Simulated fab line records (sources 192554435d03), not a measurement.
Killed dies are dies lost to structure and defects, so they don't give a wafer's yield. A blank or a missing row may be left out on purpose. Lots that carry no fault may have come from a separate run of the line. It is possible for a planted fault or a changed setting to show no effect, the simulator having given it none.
Matching of chambers | flow n5 finfet | N5_HKMG_FIN_PWFM_ALD_03 on ald metal-03: 4 sister chambers
The step deposits TiN, target thk 2 nm, pulse time 1 s, purge time 3 s. 8 wafers are shown with their chamber, then 12 later ones without.

## WAFERS, EACH WITH ITS CHAMBER
wafer  | chamber | heater power w (W) | precursor pulse height rel
L081.5 | 1       | 770                | 0.985
L083.1 | 0       | 1032               | 1.033
L083.2 | 1       | 749                | 1.009
L083.3 | 2       | 905                | 0.990
L083.6 | 0       | 1053               | 0.996
L085.3 | 3       | 856                | 0.989
L085.4 | 2       | 903                | 0.993
L085.5 | 3       | 864                | 1.019

## WAFERS WHOSE CHAMBER IS MISSING
wafer  | heater power w (W) | precursor pulse height rel
L087.2 | 1033               | 0.994
L087.4 | 934                | 1.027
L087.5 | 833                | 1.004
L088.2 | 848                | 1.034
L088.3 | 750                | 0.990
L088.6 | 831                | 0.988
L093.2 | 1025               | 1.009
L093.3 | 818                | 1.022
L093.4 | 758                | 0.993
L097.1 | 841                | 1.008
L097.4 | 737                | 0.997
L097.5 | 910                | 1.018

## CHAMBER TAKEN BY EACH
wafer  | from the rows above     | in truth
L087.2 | 0                       | 0
L087.4 | 2                       | 2
L087.5 | 3                       | 3
L088.2 | 3                       | 3
L088.3 | 1                       | 1
L088.6 | 3                       | 3
L093.2 | 0                       | 0
L093.3 | can't be placed: 3 or 1 | 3
L093.4 | 1                       | 1
L097.1 | 3                       | 3
L097.4 | 1                       | 1
L097.5 | 2                       | 2
Correct placement for 11 of the 12. Cannot be placed on the basis of these rows: 1; the candidates contain the true chamber in 1. 0 placed wrongly.
How it was worked out, from the rows above alone: a wafer's distance from a chamber is the root of the sum, over the readings, of the square of ((its reading less the chamber's mean) divided by the reading's scatter). The wafer belongs to the nearest chamber; if the next one is less than 2 further off, it can't be placed. Each chamber's mean is taken over the wafers shown for it. The scatter: take each reading less its chamber's mean, square it, sum over the shown wafers, divide by the number of wafers less the number of chambers, and take the root.
